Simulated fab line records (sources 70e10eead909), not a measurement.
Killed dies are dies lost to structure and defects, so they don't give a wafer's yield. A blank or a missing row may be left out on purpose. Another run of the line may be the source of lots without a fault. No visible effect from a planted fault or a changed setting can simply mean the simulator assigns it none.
fab line records -- flow nandHarc -- part 2 of 2: steps 5 to 6 of 6
[record] lots = 24, wafers = 72, lastDay = 33
route steps=1302 shown A_SGD_CUT@907 A_SLIT@923 A_WL_FILL@956
lots that met no fault: from a run of the same line without faults
startH: hours from the record's opening day to when the first of the lot's shown wafers began -- waitH: hours from the lot's prior step to this one -- " unchanged from the row above -- L1.1+2: a single row standing in for several wafers -- - value missing, or start not given -- * or withheld: withheld -- < > ~ a bound
route shown NAME@n: a module of which the file shows steps, and the number in the route of the first -- usual: the fault-free wafers' mean and standard deviation -- same: alike in all rows -- chamber/n: place in a boat -- sites: the reading at each site -- _std_site: their standard deviation -- _edge_site: the outer-site mean with the inner-site mean subtracted -- radiusMm: how far each site lies from the wafer's centre -- mask NAME#n: copy n -- behind: the last tool/chamber to shape the wafer -- hold: why the lot went on hold/how many hours it stayed there/how the hold came to an end -- device: the n, p or np transistor that did not switch -- end of line: at the end of the route, the tests of the same wafers -- a step with no rows: only its recipe -- killed: count of dies lost to structure and defects at first sort (not the wafer's yield) -- map: per-die view of a wafer (x killed, . not killed, _ where there is no die)
set.NAME: the setting as run; set.NAME@STEP: as run at that earlier step -- model.NAME: the simulator's own value behind a step, which no gauge read
route steps across a sampled set of lots; one table per step, one row per wafer
services: a tool's chamber out of use, with start hour (startH, from the record's first day; less than 0 if before it), hours out, and reason
[[steps]]
[step NHARC_A_SLIT_STRIP_18]
[recipe] o2FlowSccm = 500, arFlowSccm = 0, biasW = 0, chemistry = O2
[usual] chamberPressureMTorr = 60.00/0.05, drypumpMotorCurrentA = 5.6/0.51, oesProductAu = 0.998/0.0082, rfVppV = 57.7/0.97, showerheadPlenumPTorr = 3.51/0.16, throttleValvePct = 17.036/0.0098
lot.wafer,tool,chamber,startH,waitH,chamberPressureMTorr,drypumpMotorCurrentA,oesProductAu,rfHoursCounterH,rfVppV,showerheadPlenumPTorr,throttleValvePct
L074.2,rieDiel-12,3,-,-,60.03,6.2,1.013,1,57.6,3.46,17.029
L074.1,rieDiel-12,0,-,-,60.01,6.0,1.006,1,57.1,3.41,17.043
L074.3,rieDiel-12,1,-,-,59.98,5.3,0.995,1,55.6,3.44,17.047
L075.1,rieDiel-06,1,-,-,59.87,5.8,0.999,8,58.0,3.54,17.021
L075.3,rieDiel-06,3,-,-,59.99,4.9,0.987,8,59.7,3.78,17.061
L075.5,rieDiel-06,1,-,-,59.95,5.9,0.992,-,57.6,3.54,17.023
L076.4,rieDiel-06,1,-,-,59.99,5.8,0.990,8,57.3,3.54,17.026
L076.1,rieDiel-06,2,-,-,60.00,6.4,0.999,8,56.3,3.31,17.035
L076.5,rieDiel-06,1,-,-,60.01,5.8,0.997,-,57.3,3.54,17.031
L077.4,rieDiel-05,3,-,-,60.08,5.1,0.982,5,55.9,3.38,17.031
L077.2,rieDiel-05,0,-,-,60.03,5.5,0.998,4,59.3,3.74,17.039
L077.6,rieDiel-05,0,-,-,59.94,5.5,0.989,-,57.7,3.74,17.038
L078.3,rieDiel-05,3,-,-,59.91,5.2,0.999,5,55.9,3.38,17.042
L078.2,rieDiel-05,1,-,-,59.96,5.1,0.994,6,57.8,3.75,17.046
L078.1,rieDiel-05,2,-,-,60.00,5.1,0.997,5,57.6,3.43,17.026
L079.1,rieDiel-06,3,-,-,59.94,4.8,1.002,2,58.0,3.78,17.021
L079.2,rieDiel-06,1,-,-,60.06,5.8,0.997,2,58.2,3.54,17.031
L079.3,rieDiel-06,2,-,-,59.98,6.4,0.996,2,56.3,3.31,17.030
L081.1,rieDiel-12,1,-,-,60.02,5.3,0.990,5,57.6,3.44,17.018
L081.3,rieDiel-12,2,-,-,60.01,5.8,0.995,5,57.2,3.32,17.045
L081.5,rieDiel-12,0,-,-,59.98,6.1,1.011,-,56.6,3.41,17.033
L080.2,rieDiel-06,1,-,-,60.04,5.8,0.986,2,58.3,3.54,17.058
L080.1,rieDiel-06,0,-,-,60.05,6.1,0.989,3,59.3,3.55,17.036
L080.6,rieDiel-06,1,-,-,60.03,5.8,0.988,-,58.0,3.54,17.028
L082.1,rieDiel-12,1,-,-,59.98,5.3,0.989,7,57.3,3.44,17.031
L082.3,rieDiel-12,2,-,-,60.05,5.8,0.993,6,57.7,3.32,17.051
L082.2,rieDiel-12,0,-,-,59.98,6.0,1.006,6,56.6,3.41,17.058
L083.2,rieDiel-06,3,-,-,59.96,4.9,1.004,3,58.7,3.78,17.035
L083.1,rieDiel-06,0,-,-,60.06,6.1,0.985,3,58.1,3.55,17.046
L083.6,rieDiel-06,3,-,-,60.02,4.9,1.003,-,58.7,3.78,17.045
L085.1,rieDiel-06,1,-,-,60.10,5.8,0.996,3,58.2,3.54,17.042
L085.4,rieDiel-06,0,-,-,60.13,6.1,0.999,3,56.6,3.55,17.036
L085.5,rieDiel-06,1,-,-,60.05,5.8,0.993,-,56.8,3.54,17.025
L084.2,rieDiel-05,2,-,-,60.00,5.1,1.001,7,58.1,3.43,17.035
L084.3,rieDiel-05,3,-,-,60.06,5.2,0.996,8,57.4,3.38,17.032
L084.6,rieDiel-05,2,-,-,60.03,5.1,1.004,-,57.6,3.43,17.023
L086.1,rieDiel-05,3,-,-,60.01,5.1,0.999,9,57.2,3.38,17.038
L086.2,rieDiel-05,0,-,-,60.02,5.5,1.005,10,57.1,3.74,17.042
L086.5,rieDiel-05,2,-,-,60.04,5.1,0.996,-,57.5,3.42,17.048
L087.1,rieDiel-12,1,-,-,60.04,5.3,1.014,11,58.8,3.43,17.038
L087.4,rieDiel-12,2,-,-,60.01,5.8,1.008,10,57.5,3.32,17.035
L087.2,rieDiel-12,0,-,-,59.97,6.0,1.013,9,55.8,3.41,17.037
L089.2,rieDiel-06,2,-,-,60.05,6.4,0.997,6,57.1,3.31,17.023
L089.1,rieDiel-06,0,-,-,59.99,6.1,0.998,6,57.0,3.55,17.023
L089.6,rieDiel-06,2,-,-,60.03,6.4,1.000,-,58.4,3.31,17.038
L088.2,rieDiel-05,2,-,-,59.98,5.1,1.004,1,56.6,3.42,17.028
L088.4,rieDiel-05,0,-,-,59.97,5.5,0.990,1,57.4,3.74,17.010
L088.5,rieDiel-05,3,-,-,60.00,5.2,0.997,-,57.8,3.38,17.041
L091.2,rieDiel-05,2,-,-,59.92,5.1,0.991,1,56.9,3.42,17.048
L091.3,rieDiel-05,1,-,-,59.93,5.1,0.990,1,57.3,3.75,17.033
L091.4,rieDiel-05,0,-,-,59.94,5.5,1.000,-,59.5,3.74,17.038
L090.3,rieDiel-05,1,-,-,60.07,5.1,1.004,1,58.8,3.74,17.027
L090.1,rieDiel-05,2,-,-,59.93,5.1,0.989,2,56.6,3.42,17.033
L090.6,rieDiel-05,0,-,-,59.96,5.5,0.987,-,60.3,3.74,17.031
L092.4,rieDiel-12,3,-,-,60.09,6.2,1.012,2,55.7,3.46,17.033
L092.2,rieDiel-12,0,-,-,60.03,6.1,0.993,2,57.6,3.40,17.042
L092.3,rieDiel-12,1,-,-,59.98,5.3,1.006,1,56.5,3.43,17.030
L093.3,rieDiel-06,2,-,-,59.97,6.4,0.990,9,57.7,3.31,17.035
L093.1,rieDiel-06,3,-,-,59.92,4.9,0.997,9,57.3,3.77,17.028
L093.4,rieDiel-06,0,-,-,59.99,6.1,0.997,9,58.3,3.55,17.027
L096.1,rieDiel-12,2,-,-,59.99,5.8,1.002,3,56.9,3.32,17.052
L096.2,rieDiel-12,0,-,-,60.00,6.1,0.977,3,57.1,3.40,17.018
L096.5,rieDiel-12,3,-,-,60.07,6.2,1.020,-,57.1,3.46,17.014
L095.2,rieDiel-05,1,-,-,60.05,5.1,0.994,2,57.8,3.74,17.055
L095.1,rieDiel-05,3,-,-,60.03,5.1,1.005,3,57.4,3.38,17.036
L095.5,rieDiel-05,2,-,-,60.05,5.1,1.002,-,58.2,3.42,17.043
L094.1,rieDiel-06,3,-,-,59.95,4.9,0.985,0,56.3,3.77,17.043
L094.3,rieDiel-06,0,-,-,60.01,6.1,0.987,0,57.7,3.54,17.044
L094.6,rieDiel-06,2,-,-,59.97,6.4,0.990,-,56.9,3.31,17.022
L097.3,rieDiel-06,2,-,-,60.03,6.4,0.986,0,56.9,3.31,17.039
L097.4,rieDiel-06,0,-,-,59.90,6.1,0.998,0,57.1,3.55,17.042
L097.2,rieDiel-06,1,-,-,59.92,5.8,0.994,0,55.9,3.54,17.040
[step NHARC_A_WL_FILL_CVD_03]
[recipe] targetThkA = 400, tempC = 300, pressureTorr = 40, wf6FlowSccm = 40, h2FlowSccm = 1600, arFlowSccm = 1560, timeS = 279, material = W
[usual] heaterPowerW = 488/28, throttleValvePct = 8.01/0.17
lot.wafer,tool,chamber,startH,waitH,heaterPowerW,throttleValvePct
L074.2,cvdW-01,0,473.60,0.1,501,7.88
L074.1,cvdW-01,1,473.60,0.1,466,7.82
L074.3,cvdW-01,1,473.60,0.1,469,7.89
L075.1,cvdW-01,1,473.96,0.4,461,8.04
L075.3,cvdW-01,1,473.96,0.4,461,7.82
L075.5,cvdW-01,1,473.96,0.4,462,7.73
L076.1,cvdW-01,1,485.28,0.1,466,7.86
L076.4,cvdW-01,1,485.28,0.1,465,7.89
L076.5,cvdW-01,1,485.28,0.1,472,8.08
L077.2,cvdW-01,1,505.00,0.1,474,7.87
L077.4,cvdW-01,0,505.00,0.1,493,7.99
L077.6,cvdW-01,1,505.00,0.1,466,7.87
L078.2,cvdW-01,1,507.16,0.1,471,8.01
L078.1,cvdW-01,0,507.16,0.1,497,7.98
L078.3,cvdW-01,1,507.16,0.1,470,7.98
L079.2,cvdW-01,1,522.42,0.1,462,7.86
L079.1,cvdW-01,0,522.42,0.1,494,8.14
L079.3,cvdW-01,1,522.42,0.1,472,7.86
L081.1,cvdW-01,0,528.17,0.1,506,8.20
L081.3,cvdW-01,1,528.17,0.1,471,8.13
L081.5,cvdW-01,1,528.17,0.1,460,7.93
L080.1,cvdW-01,1,530.41,0.1,487,7.62
L080.2,cvdW-01,0,530.41,0.1,494,8.28
L080.6,cvdW-01,0,530.41,0.1,504,8.15
L082.2,cvdW-02,1,548.26,0.1,499,7.90
L082.1,cvdW-02,0,548.26,0.1,553,7.97
L082.3,cvdW-02,0,548.26,0.1,561,7.94
L083.2,cvdW-02,1,549.10,0.7,499,7.91
L083.1,cvdW-02,0,549.10,0.7,544,8.03
L083.6,cvdW-02,1,549.10,0.7,502,8.07
L085.1,cvdW-01,0,565.64,0.1,474,7.93
L085.4,cvdW-01,1,565.64,0.1,463,8.37
L085.5,cvdW-01,1,565.64,0.1,450,8.01
L084.2,cvdW-01,0,576.70,0.1,486,8.03
L084.3,cvdW-01,1,576.70,0.1,469,8.09
L084.6,cvdW-01,1,576.70,0.1,454,7.85
L086.1,cvdW-02,1,584.17,0.1,498,8.29
L086.2,cvdW-02,1,584.17,0.1,505,7.81
L086.5,cvdW-02,1,584.17,0.1,506,7.96
L087.2,cvdW-01,0,599.21,0.1,478,8.28
L087.1,cvdW-01,1,599.21,0.1,458,7.93
L087.4,cvdW-01,0,599.21,0.1,477,8.12
L089.1,cvdW-01,1,616.45,0.1,460,7.74
L089.2,cvdW-01,0,616.45,0.1,480,7.82
L089.6,cvdW-01,1,616.45,0.1,463,8.06
L088.2,cvdW-02,1,616.79,0.1,495,8.08
L088.4,cvdW-02,0,616.79,0.1,543,7.94
L088.5,cvdW-02,0,616.79,0.1,542,8.07
L091.2,cvdW-01,1,635.74,0.1,460,7.90
L091.3,cvdW-01,0,635.74,0.1,484,8.05
L091.4,cvdW-01,1,635.74,0.1,453,7.96
L090.1,cvdW-01,1,636.19,0.4,461,7.82
L090.3,cvdW-01,0,636.19,0.4,490,8.26
L090.6,cvdW-01,1,636.19,0.4,462,7.78
L093.1,cvdW-02,0,662.88,0.1,559,7.95
L093.3,cvdW-02,1,662.88,0.1,501,8.23
L093.4,cvdW-02,0,662.88,0.1,561,8.54
L092.2,cvdW-01,1,663.00,0.1,458,8.07
L092.4,cvdW-01,1,663.00,0.1,466,8.13
L092.3,cvdW-01,0,663.00,0.1,491,7.87
L095.2,cvdW-01,1,676.75,0.1,461,8.17
L095.1,cvdW-01,0,676.75,0.1,487,7.88
L095.5,cvdW-01,0,676.75,0.1,490,7.89
L096.1,cvdW-02,0,676.80,0.1,561,8.34
L096.2,cvdW-02,1,676.80,0.1,504,8.28
L096.5,cvdW-02,0,676.80,0.1,558,8.03
L094.1,cvdW-01,0,680.46,0.1,481,8.11
L094.3,cvdW-01,1,680.46,0.1,473,7.88
L094.6,cvdW-01,0,680.46,0.1,477,8.07
L097.2,cvdW-01,0,686.82,0.1,479,8.17
L097.3,cvdW-01,0,686.82,0.1,487,8.15
L097.4,cvdW-01,1,686.82,0.1,465,8.29
[[services]]
tool,chamber,startH,hours,kind
aclDep-02,-,424.21,13.0,pm
harEtch-02,-,429.97,2.9,repair
rieDiel-06,0,446.87,15.0,repair
rieDiel-03,-,458.30,9.0,pm
rieDiel-13,3,467.93,1.9,repair
rieDiel-05,2,470.16,2.5,repair
rieDiel-13,3,475.17,6.2,repair
rieDiel-05,0,476.92,8.5,repair
rieDiel-13,1,480.86,5.4,repair
rieDiel-06,-,484.20,9.0,pm
rieDiel-03,1,499.91,9.9,repair
rieDiel-03,2,515.60,7.7,repair
rieDiel-05,3,516.35,4.9,repair
rieDiel-13,-,519.04,9.0,pm
rieDiel-03,-,535.04,0.7,repair
rieDiel-05,1,538.83,18.6,repair
cvdW-01,-,547.00,13.0,pm
rieDiel-13,3,547.43,2.9,repair
rieDiel-06,0,552.34,4.3,repair
aclDep-01,-,553.05,13.0,pm
rieDiel-03,2,581.81,9.6,repair
aclDep-02,-,605.21,13.0,pm
rieDiel-03,-,635.30,9.0,pm
rieDiel-06,-,661.40,9.0,pm
